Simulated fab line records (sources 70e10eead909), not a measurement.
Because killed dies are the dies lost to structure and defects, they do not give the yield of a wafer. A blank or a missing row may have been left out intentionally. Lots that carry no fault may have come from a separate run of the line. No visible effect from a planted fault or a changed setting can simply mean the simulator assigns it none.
fab line records	flow nand_harc
record: lots: 11	wafers: 31	last_day: 24
route steps=1159 shown A_STAIRCASE@594 END@1159
lots that met no fault: from a run of the same line without faults
start_h: start of the lot's first displayed wafer, in hours after the record's first day	wait_h: how many hours have passed since the lot's step before this one	" same as the row above	L1.1+2: one row covering several wafers at once	- either no value or no given start	* or withheld: withheld	< > ~ a bound
route shown NAME@n: NAME is a module with steps in the file, n the number in the route of the first one	usual: mean/standard deviation taken from wafers without a fault	same: alike in all rows	chamber/n: place in a boat	sites: readings site by site	_std_site: standard deviation across them	_edge_site: mean of outer sites minus mean of inner sites	radius_mm: how far each site lies from the wafer's centre	mask NAME#n: copy n	behind: the tool/chamber that last shaped the wafer	hold: the reason the lot was held/the length of the hold in hours/how it ended	device: whichever transistor did not switch (one of n, p or np)	end of line: tests of these same wafers at the route's end	a step without rows: its recipe alone	killed: dies lost to structure and defects at the first sort, not the wafer's yield	map: per-die view of a wafer (x killed, . not killed, _ where there is no die)
set.NAME: the setting as run; set.NAME@STEP: as run at that earlier step	model.NAME: the simulator's own value behind a step, which no gauge read
the route's steps for a sample of lots (tables are steps, rows are wafers)
services: from which hour (start_h, from the record's first day; less than 0 if before it) a tool's chamber was out of use, for how many hours, and why
== steps ==
step: NHARC_A_STAIRCASE_TRIM_200
recipe: time_s: 211.2	o2_flow_sccm: 500	ar_flow_sccm: 0	bias_w: 0	chemistry: O2
usual: chamber_pressure_mTorr: 60.00/0.056	drypump_motor_current_A: 5.71/0.29	oes_product_au: 1.003/0.011	rf_vpp_V: 57.6/0.84	showerhead_plenum_p_Torr: 3.47/0.15	throttle_valve_pct: 17.035/0.0078
same: bias_w: 0
lot.wafer	tool	chamber	start_h	wait_h	chamber_pressure_mTorr	drypump_motor_current_A	oes_product_au	rf_hours_counter_h	rf_vpp_V	showerhead_plenum_p_Torr	throttle_valve_pct
L705.2	rie_diel-11	2	-	-	59.94	5.97	1.001	18	56.9	3.38	17.032
L705.4	"	3	"	"	59.96	5.38	1.001	12	59.0	3.67	17.041
L705.5	"	2	"	"	59.87	5.95	1.002	-	57.9	3.38	17.044
L706.4	rie_diel-05	3	-	-	59.99	5.57	0.983	35	58.3	3.66	17.039
L706.2	"	0	"	"	60.03	5.60	0.986	32	57.4	3.39	17.030
L706.6	"	3	"	"	59.89	5.55	0.992	-	57.9	3.66	17.027
L709.2	rie_diel-11	3	-	-	59.94	5.39	0.990	20	57.3	3.67	17.019
L709.1	"	1	"	"	60.11	5.63	0.981	23	57.5	3.33	17.031
L709.6	"	3	"	"	60.03	5.41	0.995	-	58.1	3.67	17.024
L708.1	rie_diel-02	1	-	-	60.02	6.03	1.009	40	57.6	3.49	17.034
L708.4	"	2	"	"	60.06	5.85	1.012	39	57.5	3.33	17.035
L708.6	"	0	"	"	60.06	5.11	0.999	-	58.5	3.28	17.038
L714.2	rie_diel-11	1	-	-	59.96	5.62	0.996	34	56.7	3.33	17.043
L714.4	"	0	"	"	59.99	6.14	1.009	31	58.4	3.37	17.046
L714.6	"	1	"	"	59.95	5.63	0.993	-	56.2	3.33	17.040
L713.1	rie_diel-02	1	-	-	60.05	6.02	1.005	56	58.7	3.48	17.032
L713.6	"	1	"	"	60.14	6.01	1.021	-	57.7	3.48	17.048
L713.5	"	3	"	"	59.89	5.67	1.012	-	58.1	3.56	17.024
L720.3	rie_diel-02	3	-	-	60.02	5.68	1.010	2	57.5	3.55	17.034
L720.5	"	3	"	"	60.02	5.64	1.003	-	58.5	3.55	17.040
L721.1	rie_diel-11	2	-	-	60.02	5.97	0.993	52	57.2	3.36	17.041
L721.5	"	1	"	"	60.04	5.65	0.997	-	56.2	3.32	17.040
L723.2	rie_diel-02	0	-	-	60.03	5.12	1.028	7	59.1	3.80	17.030
L723.3	"	2	"	"	60.05	5.87	1.006	7	58.3	3.31	17.039
L723.1	"	3	"	"	59.89	5.67	1.016	7	58.4	3.55	17.051
L725.3	rie_diel-05	3	-	-	59.97	5.53	1.003	9	59.2	3.64	17.053
L725.1	"	0	"	"	59.95	5.62	1.006	9	57.0	3.37	17.048
L725.5	"	1	"	"	59.95	5.72	0.995	-	57.8	3.59	17.027
L726.1	rie_diel-11	1	-	-	60.04	5.64	0.997	4	56.9	3.31	17.037
L726.5	"	2	"	"	59.99	5.96	0.994	-	57.1	3.35	17.045
L726.6	"	3	"	"	59.97	5.39	1.000	-	56.9	3.65	17.034
step: NHARC_A_STAIRCASE_TRIM_202
recipe: time_s: 211.2	o2_flow_sccm: 500	ar_flow_sccm: 0	bias_w: 0	chemistry: O2
usual: chamber_pressure_mTorr: 60.00/0.058	drypump_motor_current_A: 5.72/0.3	oes_product_au: 1.002/0.011	rf_vpp_V: 57.8/0.83	showerhead_plenum_p_Torr: 3.46/0.14	throttle_valve_pct: 17.036/0.0085
same: bias_w: 0
lot.wafer	tool	chamber	start_h	wait_h	chamber_pressure_mTorr	drypump_motor_current_A	oes_product_au	rf_hours_counter_h	rf_vpp_V	showerhead_plenum_p_Torr	throttle_valve_pct
L705.4	rie_diel-11	3	-	-	60.07	5.39	0.991	13	58.0	3.67	17.035
L705.2	"	1	"	"	60.01	5.66	0.996	17	57.0	3.33	17.023
L705.5	"	3	"	"	60.02	5.39	0.996	-	57.7	3.67	17.031
L706.2	rie_diel-05	2	-	-	60.03	5.47	0.994	37	56.6	3.58	17.039
L706.4	"	3	"	"	60.08	5.56	0.992	36	58.3	3.66	17.050
L706.6	"	1	"	"	60.07	5.70	1.010	-	58.3	3.61	17.038
L709.2	rie_diel-11	0	-	-	59.94	6.12	1.006	20	56.6	3.38	17.045
L709.1	"	1	"	"	59.93	5.63	0.987	23	58.2	3.33	17.035
L709.6	"	3	"	"	60.00	5.39	0.998	-	57.7	3.67	17.053
L708.1	rie_diel-02	1	-	-	59.96	6.01	0.999	40	57.7	3.49	17.030
L708.4	"	0	"	"	59.98	5.10	0.996	44	57.6	3.28	17.040
L708.6	"	1	"	"	60.03	5.99	0.991	-	59.6	3.49	17.043
L714.2	rie_diel-11	0	-	-	59.97	6.12	1.006	32	58.4	3.37	17.041
L714.4	"	1	"	"	60.08	5.65	0.989	34	57.7	3.32	17.040
L714.6	"	0	"	"	59.93	6.13	1.010	-	57.0	3.37	17.030
L713.1	rie_diel-02	1	-	-	59.95	6.02	1.011	56	58.5	3.48	17.025
L713.6	"	2	"	"	59.93	5.83	1.015	-	57.8	3.32	17.031
L713.5	"	1	"	"	59.99	6.00	1.006	-	56.8	3.48	17.038
L720.3	rie_diel-02	3	-	-	60.01	5.65	1.006	2	58.7	3.55	17.029
L720.5	"	1	"	"	60.10	6.00	1.004	-	57.3	3.48	17.052
L721.1	rie_diel-11	0	-	-	60.03	6.17	1.014	49	57.9	3.36	17.024
L721.5	"	1	"	"	60.06	5.65	0.995	-	57.2	3.32	17.044
L723.2	rie_diel-02	1	-	-	59.97	5.99	1.002	7	58.3	3.47	17.043
L723.3	"	2	"	"	60.03	5.85	1.003	7	58.7	3.31	17.029
L723.1	"	3	"	"	59.99	5.66	1.010	7	56.6	3.55	17.042
L725.3	rie_diel-05	0	-	-	59.99	5.62	0.994	10	57.2	3.37	17.039
L725.1	"	1	"	"	59.96	5.70	0.984	8	57.2	3.59	17.040
L725.5	"	0	"	"	60.01	5.63	1.006	-	56.1	3.37	17.041
L726.1	rie_diel-11	1	-	-	60.00	5.65	0.994	4	58.0	3.31	17.043
L726.6	"	3	"	"	59.94	5.39	0.994	-	56.8	3.65	17.026
L726.5	"	0	"	"	60.09	6.12	1.013	-	58.1	3.35	17.039
step: NHARC_A_STAIRCASE_ETCH_225
recipe: target_depth_a: 1000	time_s: 40.5	ion_energy_ev: 400	c4f8_flow_sccm: 20	o2_flow_sccm: 10	ar_flow_sccm: withheld	rf_w: 600	bias_w: 1000	chemistry: C4F8/O2
usual: bias_w: 1000.4/2.8	chamber_pressure_mTorr: 25.001/0.022	oes_product_au: 0.939/0.012	rf_vpp_V: 893/4.8	run_length_s: 61.7/0.41
lot.wafer	tool	chamber	start_h	wait_h	bias_w	chamber_pressure_mTorr	oes_product_au	rf_hours_counter_h	rf_vpp_V	run_length_s
L705.4	rie_diel-05	3	257.61	-	999.3	24.991	0.949	33	901	61.6
L705.2	"	0	"	"	1001.3	24.959	0.931	29	891	61.3
L705.5	"	3	"	"	1002.7	25.008	0.947	-	901	61.2
L706.2	rie_diel-11	0	267.07	-	998.7	25.002	0.951	19	891	61.4
L706.4	"	1	"	"	999.6	25.005	0.930	22	888	62.0
L706.6	"	3	"	"	1005.1	25.022	0.938	-	903	61.8
L709.1	rie_diel-02	0	271.35	-	1003.6	25.031	0.936	45	886	61.8
L709.2	"	1	"	"	1003.7	25.015	0.943	41	895	61.2
L709.6	"	0	"	"	998.8	24.977	0.950	-	886	61.9
L708.1	rie_diel-11	1	271.73	-	996.4	24.974	0.926	25	889	61.8
L708.4	"	3	"	"	999.9	25.002	0.930	23	900	61.8
L708.6	"	1	"	"	999.0	25.011	0.932	-	889	61.8
L714.2	rie_diel-05	2	307.25	-	997.1	25.001	0.936	51	897	61.6
L714.6	"	2	"	"	998.9	24.959	0.940	-	898	61.6
L714.4	"	3	"	"	998.7	25.020	0.939	-	901	61.3
L713.1	rie_diel-11	2	309.76	-	1000.4	25.016	0.926	38	889	62.6
L713.6	"	2	"	"	1002.2	25.039	0.929	-	891	62.5
L713.5	"	3	"	"	1001.3	25.008	0.924	-	901	61.4
L720.3	rie_diel-11	1	345.70	-	1000.8	25.003	0.924	53	888	61.8
L720.5	"	2	"	"	-	25.049	0.924	-	890	49.8
L721.1	rie_diel-11	1	346.00	-	-	24.984	0.918	53	888	49.5
L721.5	"	0	"	"	-	25.015	0.940	-	890	48.9
L723.3	rie_diel-11	1	356.04	-	998.2	25.009	0.940	59	887	61.9
L723.1	"	2	"	"	-	25.053	0.925	59	889	49.8
L723.2	"	3	"	"	1006.3	25.016	0.935	41	901	61.1
L725.1	rie_diel-05	1	377.53	-	1000.4	24.997	0.951	9	899	62.0
L725.3	"	2	"	"	1001.9	24.941	0.941	9	897	61.3
L725.5	"	1	"	"	998.1	25.010	0.944	-	899	62.1
L726.1	rie_diel-05	0	391.53	-	1000.8	25.006	0.943	15	892	61.5
L726.6	"	2	"	"	996.2	25.033	0.954	-	899	61.9
L726.5	"	0	"	"	1004.3	25.005	0.944	-	890	61.5
step: NHARC_A_STAIRCASE_TRIM_231
recipe: time_s: 211.2	o2_flow_sccm: 500	ar_flow_sccm: 0	bias_w: 0	chemistry: O2
usual: chamber_pressure_mTorr: 60.00/0.049	drypump_motor_current_A: 5.68/0.27	oes_product_au: 1.000/0.01	rf_vpp_V: 57.5/0.9	showerhead_plenum_p_Torr: 3.46/0.14	throttle_valve_pct: 17.036/0.0094
same: bias_w: 0
lot.wafer	tool	chamber	start_h	wait_h	chamber_pressure_mTorr	drypump_motor_current_A	oes_product_au	rf_hours_counter_h	rf_vpp_V	showerhead_plenum_p_Torr	throttle_valve_pct
L705.2	rie_diel-05	3	-	-	60.12	5.57	0.996	33	58.1	3.66	17.028
L705.4	"	1	"	"	60.03	5.71	1.010	30	58.0	3.61	17.052
L705.5	"	0	"	"	59.97	5.61	0.990	-	57.0	3.39	17.025
L706.2	rie_diel-11	0	-	-	60.01	6.12	1.001	19	57.4	3.38	17.030
L706.4	"	3	"	"	60.03	5.38	0.993	20	58.9	3.67	17.039
L706.6	"	1	"	"	59.93	5.63	0.990	-	57.4	3.33	17.028
L709.1	rie_diel-05	3	-	-	60.08	5.53	0.988	39	58.1	3.66	17.034
L709.2	"	1	"	"	60.02	5.71	0.995	36	59.1	3.61	17.018
L709.6	"	0	"	"	60.04	5.62	0.987	-	55.8	3.39	17.050
L708.4	rie_diel-11	2	-	-	59.89	5.96	0.994	27	57.2	3.37	17.037
L708.1	"	1	"	"	59.98	5.64	0.987	25	56.4	3.33	17.025
L708.6	"	3	"	"	60.08	5.40	1.004	-	58.1	3.67	17.039
L714.2	rie_diel-05	0	-	-	60.00	5.61	0.978	44	56.9	3.38	17.038
L714.6	"	0	"	"	59.95	5.62	0.988	-	58.1	3.38	17.037
L714.4	"	2	"	"	59.99	5.51	0.993	-	59.4	3.57	17.039
L713.1	rie_diel-05	2	-	-	59.94	5.51	1.000	53	58.5	3.57	17.042
L713.5	"	3	"	"	60.03	5.53	0.994	-	56.8	3.65	17.023
L713.6	"	0	"	"	59.99	5.62	0.987	-	56.3	3.38	17.041
L720.3	rie_diel-11	0	-	-	60.02	6.16	1.001	51	57.2	3.36	17.038
L720.5	"	3	"	"	59.98	5.39	0.987	-	57.6	3.66	17.045
L721.1	rie_diel-11	1	-	-	59.99	5.62	0.991	54	57.7	3.31	17.048
L721.5	"	0	"	"	59.98	6.12	1.009	-	58.2	3.36	17.046
L723.3	rie_diel-11	1	-	-	60.01	5.62	1.003	59	59.2	3.31	17.030
L723.1	"	2	"	"	59.94	5.95	0.997	60	56.6	3.35	17.043
L723.2	"	3	"	"	60.05	5.39	1.000	41	59.4	3.66	17.035
L725.1	rie_diel-11	1	-	-	59.97	5.60	0.994	1	57.2	3.31	17.031
L725.3	"	0	"	"	59.94	6.12	1.004	1	57.7	3.36	17.026
L725.5	"	1	"	"	59.95	5.61	1.009	-	58.6	3.31	17.020
L726.1	rie_diel-11	1	-	-	59.94	5.63	1.002	6	57.0	3.31	17.037
L726.6	"	0	"	"	59.99	6.11	1.008	-	56.6	3.35	17.030
L726.5	"	1	"	"	60.01	5.62	1.002	-	57.8	3.31	17.033
step: NHARC_END_SORT_01
recipe: temp_c: 25
usual: killed_at_array: 29/11	killed_at_other: 0.7/1.1	killed_at_periphery: 3.1/2	killed_dies: 33/11	killed_open: 3.5/1.8	killed_short: 2.0/1.4
same: gross_dies: 677
lot.wafer	tool	chamber	start_h	wait_h	killed_at_array	killed_at_other	killed_at_periphery	killed_dies	killed_open	killed_short
L720.3	prober-01	0	556.05	3.1	49	0	5	54	2	2
L720.5	prober-01	0	557.65	3.7	671	4	2	677	3	2
L721.1	prober-02	0	561.53	2.5	673	2	2	677	5	3
L721.5	prober-02	0	564.73	3.7	674	1	2	677	1	1
L723.1	prober-01	0	562.23	2.5	675	2	0	677	0	3
L723.2	prober-01	0	563.03	2.8	37	1	2	40	6	2
L723.3	prober-01	0	563.84	3.1	47	2	0	49	5	1
killed by level:class
L720.3 A_CHANNEL_HOLE_D1:chamber_film_flake=22 A_SLIT:chamber_film_flake=15 A_STAIRCASE:chamber_film_flake=5 A_CONTACT:chamber_film_flake=5 P_GATE:chamber_film_flake=3 P_M0:geometric_particle:short=1 P_BONDPAD:geometric_particle:open=1 A_CHANNEL_FILL_D1:geometric_particle:short=1
L720.5 A_STAIRCASE:area_etch=631 A_CHANNEL_HOLE_D1:chamber_film_flake=21 A_SLIT:chamber_film_flake=10 A_STAIRCASE:chamber_film_flake=4 THIN_TSV:chamber_film_flake=3 A_CONTACT:geometric_particle:open=2 P_GATE:chamber_film_flake=2 A_ONON_D1:geometric_particle:open=1
L721.1 A_STAIRCASE:area_etch=654 A_CHANNEL_HOLE_D1:chamber_film_flake=6 A_STAIRCASE:chamber_film_flake=5 A_CHANNEL_FILL_D1:geometric_particle:open=3 A_M0:geometric_particle:short=2 THIN_TSV:chamber_film_flake=2 P_GATE:geometric_particle:open=1 A_ONON_D1:geometric_particle:open=1
L723.1 A_STAIRCASE:area_etch=635 A_CHANNEL_HOLE_D1:chamber_film_flake=25 A_CONTACT:chamber_film_flake=7 A_STAIRCASE:chamber_film_flake=5 A_ONON_D1:geometric_particle:short=1 A_SLIT:geometric_particle:short=1 STARTING-WAFER:geometric_particle:short=1 A_SLIT:chamber_film_flake=1
L723.2 A_CHANNEL_HOLE_D1:chamber_film_flake=25 A_CONTACT:chamber_film_flake=4 A_M1:geometric_particle:open=2 P_GATE:geometric_particle:open=1 A_CHANNEL_FILL_D1:geometric_particle:open=1 A_CHANNEL_FILL_D1:geometric_particle:short=1 A_SGD_CUT:geometric_particle:short=1 A_SGD_CUT:geometric_particle:open=1
L723.3 A_CHANNEL_HOLE_D1:chamber_film_flake=31 A_CONTACT:chamber_film_flake=6 A_STAIRCASE:chamber_film_flake=2 A_SLIT:chamber_film_flake=2 A_ONON_D1:geometric_particle:open=1 A_CHANNEL_FILL_D1:geometric_particle:open=1 A_CHANNEL_FILL_D1:geometric_particle:short=1 A_SGD_CUT:geometric_particle:open=1
L721.5 A_STAIRCASE:area_etch=659 A_CHANNEL_HOLE_D1:chamber_film_flake=10 P_GATE:chamber_film_flake=2 A_STAIRCASE:chamber_film_flake=2 A_BLC:geometric_particle:open=1 A_M0:geometric_particle:short=1 A_ZERO_WELL:chamber_film_flake=1 THIN_TSV:chamber_film_flake=1
== services ==
tool	chamber	start_h	hours	kind
rie_diel-11	0	231.29	6.4	repair
rie_diel-11	0	248.18	-	clean
rie_diel-11	1	248.18	-	clean
rie_diel-11	2	248.18	-	clean
rie_diel-11	3	248.18	-	clean
rie_diel-11	0	272.77	-	clean
rie_diel-11	1	272.77	-	clean
rie_diel-11	2	272.77	-	clean
rie_diel-11	3	272.77	-	clean
rie_diel-02	2	274.32	1.4	repair
rie_diel-11	3	278.25	3.4	repair
rie_diel-05	0	294.72	5.7	repair
rie_diel-11	0	297.27	-	clean
rie_diel-11	1	297.27	-	clean
rie_diel-11	2	297.27	-	clean
rie_diel-02	0	303.23	3.9	repair
rie_diel-05	1	305.50	14.4	repair
rie_diel-11	3	319.62	27.1	repair
rie_diel-11	2	319.79	1.4	repair
rie_diel-02	-	327.82	9.0	pm
rie_diel-05	-	340.70	9.0	pm
rie_diel-05	-	352.65	0.9	repair
rie_diel-11	-	367.18	9.0	pm
rie_diel-05	3	381.74	12.5	repair
== key ==
first_sign: step: NHARC_A_STAIRCASE_ETCH_225	reading: run_length_s	direction: down	sigmas: 30	usual: *	struck: *
effect: step: NHARC_END_SORT_01	reading: killed_dies	direction: up	sigmas: 61	usual: 33	struck: 677
more_kills_born_at: NHARC_A_STAIRCASE_ETCH_225@rie_diel-11: 2579
met_at NHARC_A_STAIRCASE_ETCH_225
struck_lots L720,L721,L723
struck_wafers L720.5,L721.1,L721.5,L723.1
later_rows_left_out L720.5,L721.1,L721.5,L723.1
tester_left_out L720,L721,L723
not_acting_at NHARC_A_STAIRCASE_TRIM_200,NHARC_A_STAIRCASE_TRIM_202,NHARC_A_STAIRCASE_TRIM_231
onset_between 309.76 345.70
fault: kind: process_parameter_drift	tool: rie_diel-11	chamber: -	onset_h: 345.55	steps: NHARC_A_STAIRCASE_ETCH_225	channel: time_s	offset: *	shape: step	end_h: 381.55	scope: struck_wafers_only	acts_in: *	stated: *
tester_left_out: of these lots the tester's yield and bins aren't shown, on N5 and GAA mostly nor the transistor test; their killed dies are dies lost to structure and defects alone, not to doping, threshold or leakage, so they don't give the yield
later_rows_left_out: the simulator's readings of these wafers behind a module that went badly wrong aren't trusted and aren't shown, but for the sort
